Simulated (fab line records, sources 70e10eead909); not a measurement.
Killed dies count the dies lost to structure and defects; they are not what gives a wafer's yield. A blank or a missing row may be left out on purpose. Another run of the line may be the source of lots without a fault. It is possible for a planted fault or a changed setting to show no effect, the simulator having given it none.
Chamber matching ; flow nand-harc ; NHARC_A_DECK1_JOINT_ETCHBACK_00 on rie-si-03: 4 sister chambers
The step etches the open film in HBr, target depth 30 nm, time 17.4 s. 14 wafers are shown with their chamber, then 7 later ones without.

EACH WAFER AND ITS CHAMBER
wafer;chamber;oes-product-au (a.u.);throttle-valve-pct (%)
L077.1;0;0.985;23.261
L077.2;2;0.974;23.283
L077.5;0;0.991;23.261
L079.1;1;0.989;23.274
L079.5;2;0.988;23.264
L079.6;3;0.999;23.255
L081.2;0;0.997;23.246
L081.3;2;0.993;23.265
L081.6;2;0.983;23.272
L084.3;3;0.989;23.266
L084.4;2;0.983;23.272
L084.5;0;0.994;23.274
L085.2;2;0.980;23.255
L085.4;3;0.988;23.271

SIGNATURES (averages over the wafers above)
reading;chamber 0;chamber 1;chamber 2;chamber 3;scatter within a chamber
oes-product-au;0.99175;0.98900;0.98350;0.99200;0.00605
throttle-valve-pct;23.26050;23.27400;23.26850;23.26400;0.00988
Rule: for a wafer and a chamber, the distance is found by dividing, reading by reading, the gap between the wafer's reading and the chamber's mean by the reading's scatter, squaring, summing and taking the root. If the next closest chamber is less than 2 further off than the closest, the wafer can't be placed; otherwise it belongs to the closest. The scatter: take each reading less its chamber's mean, square it, sum over the shown wafers, divide by the number of wafers less the number of chambers, and take the root.

WAFERS WITHOUT THEIR CHAMBER
wafer;oes-product-au (a.u.);throttle-valve-pct (%)
L085.6;0.988;23.264
L091.3;1.000;23.278
L091.5;0.991;23.255
L091.6;0.993;23.267
L094.1;1.015;23.262
L094.2;0.995;23.249
L094.5;1.034;23.263

CHAMBER TAKEN BY EACH
wafer;from the rows above;in truth
L085.6;can't be placed: 3 or 0 or 2 or 1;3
L091.3;can't be placed: 1 or 3 or 0 or 2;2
L091.5;can't be placed: 0 or 3 or 2 or 1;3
L091.6;can't be placed: 3 or 0 or 1 or 2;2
L094.1;can't be placed: 3 or 0 or 1 or 2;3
L094.2;can't be placed: 0 or 3 or 1 or 2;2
L094.5;can't be placed: 3 or 0 or 1 or 2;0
Correct placement for 0 of the 7. From these rows, 7 cannot be placed; in 7 the true chamber is one of the candidates. 0 placed wrongly.
